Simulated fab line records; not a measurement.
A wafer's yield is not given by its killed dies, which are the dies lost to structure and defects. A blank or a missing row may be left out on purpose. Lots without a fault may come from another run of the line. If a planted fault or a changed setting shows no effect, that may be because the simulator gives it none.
Comparing a struck lot with a sound one + flow nand-harc + 17 steps out of a route of 1302
Sound: the wafers L221.2, L221.3, L221.6. Wafers struck: L231.2, L231.5, L231.6. Last of all comes the cause.
For every step that has rows: the tool of each side, followed by ch and its chambers, followed by its first start. Under that, the readings that differ: sound wafers + struck wafers + difference of the means + sigmas: that difference in standard deviations of wafers without a fault.
alike: same words and numbers on both sides, and readings whose means sit less than 2 such deviations apart. not compared: any withheld reading, any reading some wafer has no value for, any bound like >300 that may hide the same value, and any number with overlapping values for which the record gives no deviation.
The two part at a step that has a row with sigmas, a row that says differs or no value, or rows on one side only. Numbers that don't overlap but have no deviation are shown without sigmas and don't part them. A reading missing from all wafers of one side parts the sides only when that side holds two or more wafers.

NHARC_A_SGD_CUT_CD_MEAS_09: target cd 100 nm.
  sound on cd-sem-02 ch 0, day 19 13:36; struck on cd-sem-02 ch 0, day 23 23:32
  alike: cd-nm
NHARC_A_SGD_CUT_OVL_MEAS_10:
  sound on overlay-01 at day 19 13:41; struck on overlay-02 at day 23 23:38
  alike: overlay-x-nm, overlay-y-nm
NHARC_A_SGD_CUT_INSPECT_11:
  sound on defect-inspect-01 at day 19 13:43; struck on defect-inspect-02 at day 23 23:40
  alike: raw-defect-count
NHARC_A_SGD_CUT_DESCUM_14: chemistry O2, time 3 s.
  sound on rie-diel-01 ch 2,3, day 19 13:47; struck on rie-diel-12 ch 0,1,2, day 23 23:44
  alike: drypump-motor-current-A, oes-product-au, rf-vpp-V, showerhead-plenum-p-Torr, throttle-valve-pct
  not compared: rf-hours-counter-h
NHARC_A_SGD_CUT_ETCH_58: etches the open film in CF4, target depth 39 nm, time 65 s.
  sound on rie-diel-01 ch 0,1,3, day 19 13:53; struck on rie-diel-12 ch 0,3, day 23 23:49
| reading                         | sound          | struck         | difference | sigmas |
|---------------------------------|----------------|----------------|------------|--------|
| showerhead-plenum-p-Torr (Torr) | 1.74 1.75 1.72 | 1.89 1.89 1.80 | +0.12      | +2     |
  alike: cf4-flow-sccm, drypump-motor-current-A, oes-product-au, rf-fwd-power-W, rf-vpp-V, throttle-valve-pct
  not compared: rf-hours-counter-h
NHARC_A_SGD_CUT_ETCH_59: etches the open film in N2/H2, target depth 260 nm, time 406.25 s.
  sound on rie-diel-01 ch 1,2,3; struck on rie-diel-12 ch 0,1,3
  alike: drypump-motor-current-A, oes-product-au, rf-fwd-power-W, rf-vpp-V, showerhead-plenum-p-Torr, throttle-valve-pct
  not compared: rf-hours-counter-h
NHARC_A_SGD_CUT_ETCH_15: etches the open film in CH3F/O2, target depth 75 nm, time 64.3 s.
  sound on rie-diel-01 ch 1,2; struck on rie-diel-12 ch 0,2,3
  alike: drypump-motor-current-A, oes-product-au, rf-fwd-power-W, rf-vpp-V, showerhead-plenum-p-Torr, throttle-valve-pct
  not compared: rf-hours-counter-h
NHARC_A_SGD_CUT_ETCH_16: etches the open film in C4F8/O2/Ar, target depth 310.5 nm, time 155.2 s.
  sound on rie-diel-01 ch 0,1,2; struck on rie-diel-12 ch 1,2
| reading               | sound             | struck            | difference | sigmas |
|-----------------------|-------------------|-------------------|------------|--------|
| oes-product-au (a.u.) | 0.980 0.973 0.991 | 0.938 0.951 0.943 | -0.037     | -3     |
  alike: rf-fwd-power-W, rf-vpp-V
  not compared: rf-hours-counter-h
then, 4 steps without rows for these wafers: NHARC_A_SGD_CUT_STRIP_60 (strips in C4F8/O2/Ar); NHARC_A_SGD_CUT_STRIP_17 (strips in O2); NHARC_A_SGD_CUT_PRECLEAN_18 (cleans in SC1); NHARC_A_SGD_CUT_SRD_19.
NHARC_A_SGD_CUT_DEP_20: deposits SiO2, target thk 150 nm.
  sound on fcvd-02 ch 0,1, day 19 14:55; struck on fcvd-02 ch 0,1, day 24 01:45
then, 1 step without rows for these wafers: NHARC_A_SGD_CUT_ANNEAL_27 (time 1800 s).
NHARC_A_SGD_CUT_CMP_21: polishes, target thk 148.19 nm.
  sound on cmp-02 ch 1,2,3, day 19 19:56; struck on cmp-02 ch 1,2,3, day 24 06:05
| reading                | sound          | struck         | difference | sigmas |
|------------------------|----------------|----------------|------------|--------|
| time-to-endpoint-s (s) | 48.4 54.4 52.6 | 27.7 32.0 34.2 | -20.5      | -8     |
  alike: motor-current-A
NHARC_A_SGD_CUT_THK_MEAS_22: measures by ellipsometry.
  sound on film-metro-02 at day 19 20:10; struck on film-metro-01 at day 24 06:26
| reading     | sound             | struck           | difference | sigmas |
|-------------|-------------------|------------------|------------|--------|
| thk-nm (nm) | 148.9 149.1 150.4 | 102.9 99.7 100.4 | -48.5      | -35    |
  not compared: hold
after that, 1 step had no rows for these wafers: NHARC_END_SORT_01.

== WHERE THEY PART ==
Earliest at NHARC_A_SGD_CUT_ETCH_58; latest, in this record, at NHARC_A_SGD_CUT_THK_MEAS_22.

WHY: what had been put in by the simulator
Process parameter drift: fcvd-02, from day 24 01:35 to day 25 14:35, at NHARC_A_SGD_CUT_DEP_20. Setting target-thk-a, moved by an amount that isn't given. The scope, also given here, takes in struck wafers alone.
